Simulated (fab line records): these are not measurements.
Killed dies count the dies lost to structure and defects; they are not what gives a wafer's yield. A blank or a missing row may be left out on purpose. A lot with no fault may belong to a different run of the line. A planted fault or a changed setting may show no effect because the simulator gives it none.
What tool caused it? -- flow n5Finfet -- 72 wafers from 24 lots sampled at 4 of the route's 1938 steps

== WHAT EACH GAUGE READ, for each wafer ==
N5_FIN_SAQP_INSPECT_18: inspects for defects (brightfield).
lot,measured,on,rawDefectCount
L074,day 1 21:48,defectInspect-02,489 304 348
L075,day 2 04:13,defectInspect-02,525 443 598
L076,day 2 10:02,defectInspect-02,380 330 358
L077,day 2 16:06,defectInspect-01,323 441 392
L078,day 2 21:55,defectInspect-01,662 609 543
L079,day 3 03:20,defectInspect-01,357 304 277
L080,day 3 09:40,defectInspect-02,332 446 348
L081,day 3 15:32,defectInspect-02,470 345 358
L082,day 3 22:07,defectInspect-02,718 371 629
L083,day 4 05:34,defectInspect-02,387 335 550
L084,day 4 10:25,defectInspect-01,381 343 274
L085,day 4 15:55,defectInspect-01,341 240 325
L086,day 4 21:40,defectInspect-02,374 274 366
L087,day 5 08:55,defectInspect-01,385 425 406
L088,day 5 11:48,defectInspect-01,351 372 497
L089,day 5 15:38,defectInspect-01,450 463 714
L090,day 5 22:35,defectInspect-02,380 259 388
L091,day 6 03:39,defectInspect-01,443 439 560
L092,day 6 10:31,defectInspect-02,546 647 368
L093,day 6 15:29,defectInspect-02,322 404 575
L094,day 6 21:52,defectInspect-01,279 561 290
L095,day 7 03:46,defectInspect-01,386 370 431
L096,day 7 10:42,defectInspect-02,581 621 336
L097,day 7 15:43,defectInspect-01,572 486 518

N5_FIN_CUT_INSPECT_10: inspects for defects (brightfield).
lot,measured,on,rawDefectCount
L074,day 2 02:31,defectInspect-01,40 47 60
L075,day 2 09:49,defectInspect-01,53 59 52
L076,day 2 15:28,defectInspect-02,46 35 42
L077,day 2 21:04,defectInspect-01,29 44 51
L078,day 3 02:37,defectInspect-02,59 73 51
L079,day 3 08:14,defectInspect-02,41 23 23
L080,day 3 14:45,defectInspect-01,65 54 46
L081,day 3 20:45,defectInspect-02,42 29 28
L082,day 4 03:10,defectInspect-01,58 29 36
L083,day 4 10:49,defectInspect-01,26 27 37
L084,day 4 15:15,defectInspect-01,19 47 29
L085,day 4 22:01,defectInspect-02,35 24 28
L086,day 5 06:20,defectInspect-02,49 24 37
L087,day 5 15:05,defectInspect-02,53 52 25
L088,day 5 17:05,defectInspect-02,22 29 31
L089,day 5 21:31,defectInspect-01,32 66 44
L090,day 6 04:25,defectInspect-01,41 35 42
L091,day 6 09:35,defectInspect-02,36 51 48
L092,day 6 16:43,defectInspect-01,32 53 45
L093,day 6 21:19,defectInspect-01,42 57 42
L094,day 7 02:40,defectInspect-01,27 38 26
L095,day 7 09:11,defectInspect-02,35 36 58
L096,day 7 16:26,defectInspect-02,22 32 40
L097,day 7 20:56,defectInspect-02,34 58 40

== TOOL THAT RAN EACH LOT (tool first, then ch and the chambers of the sampled wafers, then the start) ==
lot,N5_FIN_SAQP_RECESS_75,N5_FIN_SAQP_RECESS_63
L074,"vaporEtch-01 ch 0,1, day 1 22:40","vaporEtch-01 ch 0,1, day 2 00:14"
L075,"vaporEtch-01 ch 0,1, day 2 04:57","vaporEtch-02 ch 0,1, day 2 07:09"
L076,"vaporEtch-01 ch 0,1, day 2 10:46","vaporEtch-01 ch 1, day 2 13:13"
L077,"vaporEtch-02 ch 0,1, day 2 16:58","vaporEtch-01 ch 0,1, day 2 18:32"
L078,"vaporEtch-02 ch 0,1, day 2 22:39","vaporEtch-01 ch 0,1, day 3 00:19"
L079,"vaporEtch-01 ch 0,1, day 3 04:16","vaporEtch-02 ch 0,1, day 3 05:53"
L080,"vaporEtch-01 ch 0,1, day 3 10:43","vaporEtch-01 ch 0,1, day 3 12:28"
L081,"vaporEtch-02 ch 0,1, day 3 16:17","vaporEtch-01 ch 0,1, day 3 18:27"
L082,"vaporEtch-01 ch 1, day 3 22:50","vaporEtch-01 ch 0,1, day 4 00:31"
L083,"vaporEtch-01 ch 0,1, day 4 06:18","vaporEtch-02 ch 0,1, day 4 07:56"
L084,"vaporEtch-01 ch 0,1, day 4 11:15","vaporEtch-02 ch 0,1, day 4 12:49"
L085,"vaporEtch-01 ch 1, day 4 16:40","vaporEtch-01 ch 0,1, day 4 18:37"
L086,"vaporEtch-02 ch 0, day 4 22:37","vaporEtch-01 ch 0,1, day 5 01:09"
L087,"vaporEtch-02 ch 1, day 5 09:41","vaporEtch-02 ch 0,1, day 5 12:13"
L088,"vaporEtch-01 ch 0,1, day 5 12:36","vaporEtch-02 ch 0,1, day 5 14:22"
L089,"vaporEtch-02 ch 0,1, day 5 16:50","vaporEtch-02 ch 0,1, day 5 19:11"
L090,"vaporEtch-02 ch 0,1, day 5 23:40","vaporEtch-02 ch 0,1, day 6 01:22"
L091,"vaporEtch-01 ch 0,1, day 6 04:26","vaporEtch-02 ch 1, day 6 06:00"
L092,"vaporEtch-01 ch 0,1, day 6 11:21","vaporEtch-01 ch 0,1, day 6 13:55"
L093,"vaporEtch-01 ch 1, day 6 16:43","vaporEtch-02 ch 1, day 6 18:25"
L094,"vaporEtch-01 ch 0,1, day 6 22:36","vaporEtch-02 ch 0, day 7 00:11"
L095,"vaporEtch-02 ch 0,1, day 7 05:21","vaporEtch-01 ch 0,1, day 7 06:56"
L096,"vaporEtch-01 ch 0,1, day 7 11:29","vaporEtch-02 ch 0,1, day 7 13:41"
L097,"vaporEtch-02 ch 0,1, day 7 16:38","vaporEtch-02 ch 0, day 7 18:15"
- N5_FIN_SAQP_RECESS_75: chemistry HF/NH3, target SiO2, target depth 14.4 nm, afs cycles 3, sublimation time 60 s.
- N5_FIN_SAQP_RECESS_63: chemistry HF/NH3, target SiO2, target depth 18 nm, afs cycles 3, sublimation time 60 s.

== AS READ BY THE TOOLS THEMSELVES (means over the sampled wafers that have a number; for cases with no such wafer, the mark the record gives instead) ==
N5_FIN_SAQP_RECESS_75.
lot,tool,drypumpMotorCurrentA (A),forelinePTorr (Torr)
L074,vaporEtch-01,5.3,0.1279
L075,vaporEtch-01,5.3,0.1281
L076,vaporEtch-01,5.3,0.1281
L077,vaporEtch-02,6.1,0.1281
L078,vaporEtch-02,6.1,0.1279
L079,vaporEtch-01,5.3,0.1280
L080,vaporEtch-01,5.1,0.1279
L081,vaporEtch-02,6.1,0.1275
L082,vaporEtch-01,5.5,0.1282
L083,vaporEtch-01,5.1,0.1281
L084,vaporEtch-01,5.1,0.1279
L085,vaporEtch-01,5.5,0.1279
L086,vaporEtch-02,6.0,0.1281
L087,vaporEtch-02,6.3,0.1277
L088,vaporEtch-01,5.3,0.1281
L089,vaporEtch-02,6.1,0.1278
L090,vaporEtch-02,6.2,0.1274
L091,vaporEtch-01,5.1,0.1279
L092,vaporEtch-01,5.3,0.1280
L093,vaporEtch-01,5.5,0.1279
L094,vaporEtch-01,5.1,0.1276
L095,vaporEtch-02,6.1,0.1283
L096,vaporEtch-01,5.3,0.1281
L097,vaporEtch-02,6.2,0.1284

N5_FIN_SAQP_RECESS_63.
lot,tool,drypumpMotorCurrentA (A),forelinePTorr (Torr)
L074,vaporEtch-01,5.2,0.1278
L075,vaporEtch-02,6.2,0.1280
L076,vaporEtch-01,5.5,0.1280
L077,vaporEtch-01,5.3,0.1281
L078,vaporEtch-01,5.2,0.1282
L079,vaporEtch-02,6.1,0.1282
L080,vaporEtch-01,5.1,0.1284
L081,vaporEtch-01,5.1,0.1279
L082,vaporEtch-01,5.1,0.1279
L083,vaporEtch-02,6.2,0.1282
L084,vaporEtch-02,6.2,0.1290
L085,vaporEtch-01,5.3,0.1280
L086,vaporEtch-01,5.3,0.1280
L087,vaporEtch-02,6.2,0.1283
L088,vaporEtch-02,6.1,0.1278
L089,vaporEtch-02,6.2,0.1279
L090,vaporEtch-02,6.2,0.1282
L091,vaporEtch-02,6.3,0.1275
L092,vaporEtch-01,5.3,0.1277
L093,vaporEtch-02,6.3,0.1279
L094,vaporEtch-02,6.0,0.1279
L095,vaporEtch-01,5.1,0.1281
L096,vaporEtch-02,6.1,0.1283
L097,vaporEtch-02,6.0,0.1279

== THE ANSWER, worked out from the rows above alone ==
Rule: usual is defined by the lots themselves. Put in order of their means at a reading, lots are off if they are a third of the lots or fewer, leave a main group of 4 or more, and stand apart from it by a gap of 3 or more times the standard deviation of the main group's means; of several such gaps the widest counts. If all means in a main group match to the digits the tables above print for the reading, that group is not used. A lot without any number at a reading at which 4 lots or more have one is off too. All remaining lots with rows at the step are treated as sound. Order of review: gauges by route order, followed by the tools' own readings, for which a lot's mean as printed above is used. The first step at which some lot is off is used, and at that step the reading that is off furthest; a lot without a number counts as furthest.
Across all readings shown, no lot is off: no conclusion can be drawn from this.

== WHAT THE SIMULATOR PUT IN ==
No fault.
